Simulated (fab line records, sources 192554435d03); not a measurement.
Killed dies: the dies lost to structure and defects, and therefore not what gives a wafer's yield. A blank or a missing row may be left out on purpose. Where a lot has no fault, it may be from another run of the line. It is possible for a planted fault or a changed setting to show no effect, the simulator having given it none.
Chamber matching -- flow n5-finfet -- N5_BEOL_M2_ALD_84 on ald-metal-01 has 4 sister chambers
The step deposits TaN, pulse time 2 s, purge time 3 s, co reactant purge time 2 s. 4 wafers are shown with their chamber, then 10 later ones without.

WAFERS WITH THEIR CHAMBER
wafer,chamber,heater-power-w (W)
L080.3,0,425
L092.2,2,479
L092.5,1,427
L093.5,3,393

WAFERS MISSING THEIR CHAMBER
wafer,heater-power-w (W)
L093.6,436
L094.2,422
L094.3,429
L094.4,395
L095.1,423
L095.4,423
L095.5,384
L096.1,395
L096.2,435
L096.6,424

WHICH CHAMBER EACH ONE RAN IN
wafer,from the rows above,in truth
L093.6,can't be placed: 1 or 0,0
L094.2,can't be placed: 0 or 1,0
L094.3,can't be placed: 1 or 0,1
L094.4,3,3
L095.1,can't be placed: 0 or 1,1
L095.4,can't be placed: 0 or 1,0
L095.5,3,3
L096.1,3,3
L096.2,can't be placed: 1 or 0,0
L096.6,can't be placed: 0 or 1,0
Correctly placed: 3 of 10. These rows do not allow placing 7 (true chamber among the candidates in 7). Placed wrongly: 0.
How it was worked out, from the rows above alone: a wafer's distance from a chamber is the root of the sum, over the readings, of the square of ((its reading less the chamber's mean) divided by the reading's scatter). The wafer belongs to the nearest chamber; if the next one is less than 2 further off, it can't be placed. Each chamber's mean is taken over the wafers shown for it. The scatter (one wafer shown for each chamber): square how far every hidden wafer sits from the nearest shown wafer, average those squares and take the square root.
